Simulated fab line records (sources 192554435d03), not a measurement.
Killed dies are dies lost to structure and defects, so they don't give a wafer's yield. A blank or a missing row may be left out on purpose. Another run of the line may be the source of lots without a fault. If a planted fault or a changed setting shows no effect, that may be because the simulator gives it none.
Which of the tools did it?    flow n5 finfet    Sampling: 9 lots, 27 wafers, 5 of 1938 route steps

== WHAT THE GAUGES SHOWED, per wafer ==
N5_DUMMY_REMOVAL_INSPECT_06: inspects for defects (brightfield). Usual: raw defect count 11, standard deviation 5.
lot   measured      on                 raw defect count  flag
L647  day 4 22:52   defect inspect-01  8 12 8            
L651  day 5 21:23   defect inspect-01  7 7 15            
L657  day 7 15:26   defect inspect-01  4 6 8             
L658  day 7 19:04   defect inspect-01  9 10 10           
L660  day 8 09:22   defect inspect-01  10 7 7            
L661  day 8 12:21   defect inspect-01  9 11 8            
L663  day 9 03:49   defect inspect-02  9 10 5            
L665  day 9 11:07   defect inspect-01  4 10 9            
L666  day 10 03:05  defect inspect-02  8 12 10           

N5_BEOL_M4_RC_MEAS_101. Usual: DIBL_N 36.3 mV/V, standard deviation 1.9; DIBL_P 36.0 mV/V, standard deviation 2.1; IOFF_N 0.16 nA/um, standard deviation 0.031; IOFF_P 0.21 nA/um, standard deviation 0.035; ION_N 675 uA/um, standard deviation 14; ION_P 464 uA/um, standard deviation 8.5; SS_N 71.5 mV/dec, standard deviation 0.6; SS_P 73.3 mV/dec, standard deviation 0.72; VT_N 250 mV, standard deviation 3.2; VT_P -250 mV, standard deviation 3.1.
lot   measured      on         DIBL_N (mV/V)   DIBL_P (mV/V)   IOFF_N (nA/um)  IOFF_P (nA/um)  ION_N (uA/um)  ION_P (uA/um)  SS_N (mV/dec)   SS_P (mV/dec)   VT_N (mV)    VT_P (mV)       flag
L647  day 8 18:02   prober-02  36.8 35.1 34.9  36.4 34.4 34.6  0.15 0.13 0.13  0.20 0.18 0.18  654 664 668    452 455 459    72.1 70.7 71.4  73.0 72.6 73.1  254 253 253  -254 -253 -253  
L651  day 9 10:14   prober-01  33.6 36.4 35.0  31.7 35.0 34.1  0.10 0.14 0.12  0.16 0.21 0.20  667 675 663    464 462 462    70.8 72.4 70.9  71.8 72.9 72.1  257 252 255  -254 -248 -249  
L657  day 12 21:15  prober-01  37.7 36.4 37.2  35.8 34.5 34.4  0.17 0.15 0.16  0.22 0.19 0.19  691 675 676    473 462 460    72.6 72.1 72.3  73.5 72.9 72.9  248 250 251  -246 -251 -251  
L658  day 13 14:40  prober-01  33.1 37.4 33.9  32.6 37.9 34.1  0.11 0.17 0.12  0.14 0.21 0.15  665 680 664    450 470 453    69.9 71.8 70.9  72.3 73.6 72.7  255 253 254  -255 -252 -255  
L660  day 14 01:24  prober-01  38.9 36.9 37.8  37.9 34.5 36.4  0.18 0.15 0.15  0.24 0.19 0.22  673 673 648    462 456 451    71.4 71.2 72.2  74.0 73.6 74.2  248 249 253  -249 -252 -252  
L661  day 13 19:43  prober-02  37.5 39.9 40.5  35.8 38.6 39.5  0.16 0.21 0.24  0.21 0.25 0.27  694 683 715    471 462 481    71.5 72.6 72.2  74.1 74.0 74.0  249 245 244  -249 -247 -245  
L663  day 13 01:41  prober-01  35.2 35.7 37.2  36.5 36.8 39.7  0.14 0.16 0.19  0.17 0.18 0.22  678 681 698    458 457 471    70.4 71.7 72.5  72.9 73.2 73.5  248 248 246  -257 -254 -250  
L665  day 14 12:35  prober-02  35.8 34.3 36.3  36.4 34.6 36.0  0.15 0.13 0.15  0.23 0.19 0.21  676 673 676    469 465 465    72.4 71.7 72.0  73.1 72.1 72.5  251 253 251  -249 -250 -249  
L666  day 15 04:40  prober-01  36.2 36.5 36.9  36.7 36.7 37.3  0.15 0.15 0.16  0.21 0.21 0.21  668 668 665    460 458 457    71.1 70.7 71.4  73.1 73.2 74.1  250 251 251  -249 -248 -250  

== WHAT TOOL EACH LOT RAN ON (gives the tool, then ch and the chambers of the sampled wafers, and finally the start) ==
lot   N5_SDB_ALD_29                     N5_HKMG_FIN_ETCH_54                 N5_HKMG_FIN_STRIP_93
L647  ald sin-01 ch 1,2, day 4 18:14    rie diel-03 ch 0,3, day 5 00:32     rie diel-03 ch 0,3, day 5 01:13
L651  ald sin-01 ch 0,2,3, day 5 17:47  rie diel-03 ch 1,2,3, day 5 22:47   rie diel-03 ch 1,2,3, day 5 23:29
L657  ald sin-02 ch 0,2,3, day 7 11:49  rie diel-03 ch 1,2,3, day 7 16:56   rie diel-03 ch 1,2,3, day 7 17:37
L658  ald sin-03 ch 1,2, day 7 15:47    rie diel-03 ch 1,2,3, day 7 20:55   rie diel-03 ch 1,2,3, day 7 21:37
L660  ald sin-03 ch 0,2,3, day 8 06:03  rie diel-03 ch 0,1,2, day 8 11:02   rie diel-03 ch 0,1,2, day 8 11:44
L661  ald sin-01 ch 2,3, day 8 08:50    rie diel-03 ch 1,2,3, day 8 14:29   rie diel-03 ch 1,2,3, day 8 15:11
L663  ald sin-02 ch 0,2, day 9 00:21    rie diel-04 ch 1,2, day 9 05:25     rie diel-04 ch 1,2, day 9 06:07
L665  ald sin-03 ch 0,1, day 9 07:50    rie diel-02 ch 0,2, day 9 13:07     rie diel-02 ch 0,2, day 9 13:49
L666  ald sin-01 ch 0,2, day 9 23:41    rie diel-04 ch 1,2,3, day 10 04:44  rie diel-04 ch 1,2,3, day 10 05:25
- N5_SDB_ALD_29: deposits SiNx, target thk 30 nm, pulse time 1 s, ald cycles 600.
- N5_HKMG_FIN_ETCH_54: etches SiARC in CF4, target depth 45.5 nm, time 75.8 s.
- N5_HKMG_FIN_STRIP_93: strips SOC in N2/H2, time 20 s.

== AS READ BY THE TOOLS THEMSELVES (means over the sampled wafers that have a number; for cases with no such wafer, the mark the record gives instead) ==
N5_SDB_ALD_29. Usual: heater power w 824 W, standard deviation 82; precursor pulse height rel 1.001, standard deviation 0.02.
lot   tool        heater power w (W)  precursor pulse height rel  flag
L647  ald sin-01  808                 1.007                       
L651  ald sin-01  882                 0.997                       
L657  ald sin-02  841                 1.002                       
L658  ald sin-03  716                 1.002                       
L660  ald sin-03  817                 1.001                       
L661  ald sin-01  874                 1.002                       
L663  ald sin-02  904                 1.001                       
L665  ald sin-03  860                 0.994                       
L666  ald sin-01  903                 1.006                       

N5_HKMG_FIN_ETCH_54. Usual: drypump motor current A 5.9 A, standard deviation 0.44; etch rf on time s 75.6 s, standard deviation 2.6; oes product au 0.70 a.u., standard deviation 0.082; rf vpp V 184.0 V, standard deviation 1.3; showerhead plenum p Torr 2.14 Torr, standard deviation 0.08; throttle valve pct 15.61 %, standard deviation 0.27.
lot   tool         drypump motor current A (A)  etch rf on time s (s)  oes product au (a.u.)  rf vpp V (V)  showerhead plenum p Torr (Torr)  throttle valve pct (%)  flag
L647  rie diel-03  5.5                          75.6                   0.68                   183.0         2.12                             15.64                   
L651  rie diel-03  5.5                          77.9                   0.71                   184.2         2.20                             15.55                   
L657  rie diel-03  5.5                          78.1                   0.69                   185.8         2.20                             15.58                   
L658  rie diel-03  5.5                          70.9                   0.73                   185.2         2.19                             15.57                   
L660  rie diel-03  5.6                          70.0                   0.68                   182.9         2.12                             15.82                   
L661  rie diel-03  5.5                          70.2                   0.71                   185.2         2.19                             15.60                   
L663  rie diel-04  6.3                          74.5                   0.66                   184.5         2.09                             15.93                   
L665  rie diel-02  6.2                          74.0                   0.63                   183.8         2.11                             15.73                   
L666  rie diel-04  6.0                          73.0                   0.71                   184.1         2.10                             15.68                   

N5_HKMG_FIN_STRIP_93. Usual: drypump motor current A 5.9 A, standard deviation 0.44; oes product au 0.82 a.u., standard deviation 0.097; rf vpp V 54.2 V, standard deviation 0.85; showerhead plenum p Torr 3.36 Torr, standard deviation 0.13; throttle valve pct 19.0 %, standard deviation 0.38.
lot   tool         drypump motor current A (A)  oes product au (a.u.)  rf vpp V (V)  showerhead plenum p Torr (Torr)  throttle valve pct (%)  flag
L647  rie diel-03  5.6                          0.79                   54.7          3.31                             19.1                    
L651  rie diel-03  5.5                          0.83                   55.3          3.45                             19.1                    
L657  rie diel-03  5.5                          0.80                   54.1          3.44                             19.1                    
L658  rie diel-03  5.5                          0.80                   54.4          3.44                             19.1                    
L660  rie diel-03  5.6                          0.74                   54.2          3.30                             19.3                    
L661  rie diel-03  5.5                          0.78                   54.6          3.43                             19.1                    
L663  rie diel-04  6.3                          0.77                   54.9          3.26                             19.1                    
L665  rie diel-02  6.3                          0.74                   54.3          3.30                             19.2                    
L666  rie diel-04  6.0                          0.83                   53.9          3.29                             18.8                    

== THE ANSWER, worked out from the rows above alone ==
Rule: lot off if the mean of its wafers having a number is beyond 3 standard deviations from the usual mean. Also off: a lot with no number at a reading for which 4 or more lots have one. Where the step has rows for the other lots, those lots are counted as sound. After the gauges, taken in route order, come the tools' own readings; for these a lot's mean is taken, as printed above. At the first step where some lot is off, the reading lying furthest off is the one used; lots without a number count as furthest.
Across all readings shown, no lot is off: no conclusion can be drawn from this.

== WHAT HAD BEEN PUT IN BY THE SIMULATOR ==
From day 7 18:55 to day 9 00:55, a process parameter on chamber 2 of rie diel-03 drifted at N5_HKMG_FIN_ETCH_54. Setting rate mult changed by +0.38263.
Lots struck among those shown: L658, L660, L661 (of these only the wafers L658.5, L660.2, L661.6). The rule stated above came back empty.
